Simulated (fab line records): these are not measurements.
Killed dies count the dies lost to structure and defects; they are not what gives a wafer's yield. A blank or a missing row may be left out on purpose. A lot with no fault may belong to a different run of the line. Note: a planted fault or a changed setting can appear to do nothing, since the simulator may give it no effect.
Chamber matching || flow n5Finfet || N5_BEOL_M3_ALD_84 on aldMetal-04 has 4 sister chambers
The step deposits TaN, pulse time 2 s, purge time 3 s, co reactant purge time 2 s. 8 wafers are shown with their chamber, then 7 later ones without.

EACH WAFER AND ITS CHAMBER
{"wafer": "L078.2", "chamber": 3, "heaterPowerW (W)": 398}
{"wafer": "L078.4", "chamber": 0, "heaterPowerW (W)": 417}
{"wafer": "L078.5", "chamber": 3, "heaterPowerW (W)": 390}
{"wafer": "L087.2", "chamber": 1, "heaterPowerW (W)": 415}
{"wafer": "L087.4", "chamber": 0, "heaterPowerW (W)": 411}
{"wafer": "L087.6", "chamber": 2, "heaterPowerW (W)": 468}
{"wafer": "L089.2", "chamber": 1, "heaterPowerW (W)": 417}
{"wafer": "L089.4", "chamber": 2, "heaterPowerW (W)": 458}

WAFERS WITHOUT THEIR CHAMBER
{"wafer": "L089.6", "heaterPowerW (W)": 389}
{"wafer": "L090.1", "heaterPowerW (W)": 458}
{"wafer": "L090.5", "heaterPowerW (W)": 421}
{"wafer": "L090.6", "heaterPowerW (W)": 462}
{"wafer": "L092.2", "heaterPowerW (W)": 472}
{"wafer": "L092.5", "heaterPowerW (W)": 408}
{"wafer": "L092.6", "heaterPowerW (W)": 466}

EACH ONE'S CHAMBER
{"wafer": "L089.6", "from the rows above": 3, "in truth": 3}
{"wafer": "L090.1", "from the rows above": 2, "in truth": 2}
{"wafer": "L090.5", "from the rows above": "can't be placed: 1 or 0", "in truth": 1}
{"wafer": "L090.6", "from the rows above": 2, "in truth": 2}
{"wafer": "L092.2", "from the rows above": 2, "in truth": 2}
{"wafer": "L092.5", "from the rows above": "can't be placed: 0 or 1 or 3", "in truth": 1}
{"wafer": "L092.6", "from the rows above": 2, "in truth": 2}
5 of 7 placed correctly. From these rows, 2 cannot be placed; in 2 the true chamber is one of the candidates. Placed wrongly: 0.
How it was worked out, from the rows above alone: a wafer's distance from a chamber is the root of the sum, over the readings, of the square of ((its reading less the chamber's mean) divided by the reading's scatter). If the next closest chamber is less than 2 further off than the closest, the wafer can't be placed; otherwise it belongs to the closest. The mean given for a chamber averages the wafers shown for that chamber. The scatter: the root of (the sum of the squares of (reading less its chamber's mean) over the shown wafers, divided by (wafers less chambers)).
